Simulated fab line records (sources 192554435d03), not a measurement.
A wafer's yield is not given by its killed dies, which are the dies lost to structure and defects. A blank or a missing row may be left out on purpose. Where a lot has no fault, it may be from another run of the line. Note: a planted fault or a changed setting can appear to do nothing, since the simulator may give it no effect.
Matching of chambers :: flow n5-finfet :: N5_PASSIVATION_PECVD_35 on pecvd-04 has 3 sister chambers
The step deposits SiNx from SiH4/NH3/N2, target thk 700 nm, time 151.3 s. 18 wafers are shown with their chamber, then 9 later ones without.

== WAFERS WITH THEIR CHAMBER ==
wafer: L076.3
chamber: 1
throttle-valve-pct (%): 32.4
showerhead-plenum-p-Torr (Torr): 8.75
heater-power-w (W): 551

wafer: L076.5
chamber: 1
throttle-valve-pct (%): 32.3
showerhead-plenum-p-Torr (Torr): 8.75
heater-power-w (W): 579

wafer: L076.6
chamber: 0
throttle-valve-pct (%): 30.5
showerhead-plenum-p-Torr (Torr): 8.70
heater-power-w (W): 426

wafer: L077.2
chamber: 2
throttle-valve-pct (%): 27.8
showerhead-plenum-p-Torr (Torr): 8.63
heater-power-w (W): 531

wafer: L077.4
chamber: 0
throttle-valve-pct (%): 30.4
showerhead-plenum-p-Torr (Torr): 8.69
heater-power-w (W): 543

wafer: L077.5
chamber: 1
throttle-valve-pct (%): 32.5
showerhead-plenum-p-Torr (Torr): 8.76
heater-power-w (W): 533

wafer: L081.3
chamber: 2
throttle-valve-pct (%): 27.8
showerhead-plenum-p-Torr (Torr): 8.64
heater-power-w (W): 502

wafer: L081.5
chamber: 0
throttle-valve-pct (%): 30.6
showerhead-plenum-p-Torr (Torr): 8.72
heater-power-w (W): 435

wafer: L081.6
chamber: 1
throttle-valve-pct (%): 32.4
showerhead-plenum-p-Torr (Torr): 8.74
heater-power-w (W): 603

wafer: L085.2
chamber: 2
throttle-valve-pct (%): 27.7
showerhead-plenum-p-Torr (Torr): 8.62
heater-power-w (W): 525

wafer: L085.3
chamber: 0
throttle-valve-pct (%): 30.7
showerhead-plenum-p-Torr (Torr): 8.69
heater-power-w (W): 519

wafer: L085.5
chamber: 1
throttle-valve-pct (%): 32.4
showerhead-plenum-p-Torr (Torr): 8.73
heater-power-w (W): 623

wafer: L086.1
chamber: 1
throttle-valve-pct (%): 32.4
showerhead-plenum-p-Torr (Torr): 8.73
heater-power-w (W): 520

wafer: L086.3
chamber: 2
throttle-valve-pct (%): 27.9
showerhead-plenum-p-Torr (Torr): 8.62
heater-power-w (W): 469

wafer: L086.5
chamber: 1
throttle-valve-pct (%): 32.5
showerhead-plenum-p-Torr (Torr): 8.69
heater-power-w (W): 550

wafer: L090.1
chamber: 2
throttle-valve-pct (%): 28.0
showerhead-plenum-p-Torr (Torr): 8.63
heater-power-w (W): 449

wafer: L090.3
chamber: 0
throttle-valve-pct (%): 30.8
showerhead-plenum-p-Torr (Torr): 8.72
heater-power-w (W): 578

wafer: L090.5
chamber: 2
throttle-valve-pct (%): 28.1
showerhead-plenum-p-Torr (Torr): 8.63
heater-power-w (W): 489

SIGNATURES (means of the wafers above)
reading: throttle-valve-pct
chamber 0: 30.600
chamber 1: 32.414
chamber 2: 27.883
scatter within a chamber: 0.126

reading: showerhead-plenum-p-Torr
chamber 0: 8.7040
chamber 1: 8.7357
chamber 2: 8.6283
scatter within a chamber: 0.0171

reading: heater-power-w
chamber 0: 500.20
chamber 1: 565.57
chamber 2: 494.17
scatter within a chamber: 45.9
Rule: for each reading, subtract the chamber's mean from the wafer's reading, divide by that reading's scatter and square the result; add these up over the readings and take the root, which gives the wafer's distance from the chamber. The wafer belongs to the nearest chamber; if the next one is less than 2 further off, it can't be placed. The scatter: take each reading less its chamber's mean, square it, sum over the shown wafers, divide by the number of wafers less the number of chambers, and take the root.

== WAFERS WITHOUT THEIR CHAMBER ==
wafer: L092.2
throttle-valve-pct (%): 30.9
showerhead-plenum-p-Torr (Torr): 8.70
heater-power-w (W): 581

wafer: L092.3
throttle-valve-pct (%): 32.6
showerhead-plenum-p-Torr (Torr): 8.73
heater-power-w (W): 596

wafer: L092.6
throttle-valve-pct (%): 30.5
showerhead-plenum-p-Torr (Torr): 8.70
heater-power-w (W): 429

wafer: L097.2
throttle-valve-pct (%): 28.3
showerhead-plenum-p-Torr (Torr): 8.62
heater-power-w (W): 546

wafer: L097.3
throttle-valve-pct (%): 32.4
showerhead-plenum-p-Torr (Torr): 8.73
heater-power-w (W): 645

wafer: L097.5
throttle-valve-pct (%): 32.4
showerhead-plenum-p-Torr (Torr): 8.73
heater-power-w (W): 462

wafer: L096.1
throttle-valve-pct (%): 31.2
showerhead-plenum-p-Torr (Torr): 8.69
heater-power-w (W): 568

wafer: L096.2
throttle-valve-pct (%): 32.4
showerhead-plenum-p-Torr (Torr): 8.77
heater-power-w (W): 531

wafer: L096.5
throttle-valve-pct (%): 32.7
showerhead-plenum-p-Torr (Torr): 8.73
heater-power-w (W): 572

== CHAMBER TAKEN BY EACH ==
wafer: L092.2
from the rows above: 0
in truth: 0

wafer: L092.3
from the rows above: 1
in truth: 1

wafer: L092.6
from the rows above: 0
in truth: 0

wafer: L097.2
from the rows above: 2
in truth: 2

wafer: L097.3
from the rows above: 1
in truth: 1

wafer: L097.5
from the rows above: 1
in truth: 1

wafer: L096.1
from the rows above: 0
in truth: 0

wafer: L096.2
from the rows above: 1
in truth: 1

wafer: L096.5
from the rows above: 1
in truth: 1
9 of 9 placed correctly. Number that these rows cannot place: 0. Wrongly placed: 0.
